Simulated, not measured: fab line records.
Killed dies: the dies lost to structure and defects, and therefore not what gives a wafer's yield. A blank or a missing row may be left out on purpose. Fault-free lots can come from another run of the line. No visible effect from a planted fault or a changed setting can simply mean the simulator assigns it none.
The tool behind it: which one? + flow n5-finfet + 11 lots (33 wafers sampled), 1 step of a 1938-step route

WHAT THE GAUGES SHOWED, per wafer
N5_BEOL_M8_THK_MEAS_01.
| lot  | measured     | on            | M8_ILD_THK (nm)   |
|------|--------------|---------------|-------------------|
| L822 | day 11 20:52 | film-metro-01 | 156.5 155.9 154.8 |
| L821 | day 12 00:41 | film-metro-01 | 153.3 153.0 157.5 |
| L823 | day 12 15:58 | film-metro-02 | 151.0 154.7 155.8 |
| L824 | day 12 21:59 | film-metro-01 | 154.7 156.6 156.3 |
| L828 | day 13 08:25 | film-metro-02 | 153.8 154.5 157.0 |
| L826 | day 13 18:44 | film-metro-02 | 151.2 153.5 155.1 |
| L832 | day 14 15:29 | film-metro-02 | 155.3 153.8 151.5 |
| L833 | day 14 17:00 | film-metro-02 | 156.1 155.9 158.6 |
| L831 | day 15 06:01 | film-metro-01 | 154.4 156.3 154.6 |
| L843 | day 17 19:53 | film-metro-02 | 152.8 152.4 156.3 |
| L844 | day 17 20:07 | film-metro-01 | 156.7 155.4 159.3 |

WHICH TOOL RAN EACH LOT (tool, then ch and the chambers of the sampled wafers, then the start)
There is no process step in the record ahead of these readings.

THE ANSWER, worked out from the rows above alone
Rule: the usual values come from the lots themselves. Put in order of their means at a reading, lots are off if they are a third of the lots or fewer, leave a main group of 4 or more, and stand apart from it by a gap of 3 or more times the standard deviation of the main group's means; of several such gaps the widest counts. The tables above print the reading to a certain number of digits; a main group whose means all agree to those digits is not used. Also off: a lot with no number at a reading for which 4 or more lots have one. All remaining lots with rows at the step are treated as sound.
Nothing can be told from this: no lot is off at any reading shown.

WHAT HAD BEEN PUT IN BY THE SIMULATOR
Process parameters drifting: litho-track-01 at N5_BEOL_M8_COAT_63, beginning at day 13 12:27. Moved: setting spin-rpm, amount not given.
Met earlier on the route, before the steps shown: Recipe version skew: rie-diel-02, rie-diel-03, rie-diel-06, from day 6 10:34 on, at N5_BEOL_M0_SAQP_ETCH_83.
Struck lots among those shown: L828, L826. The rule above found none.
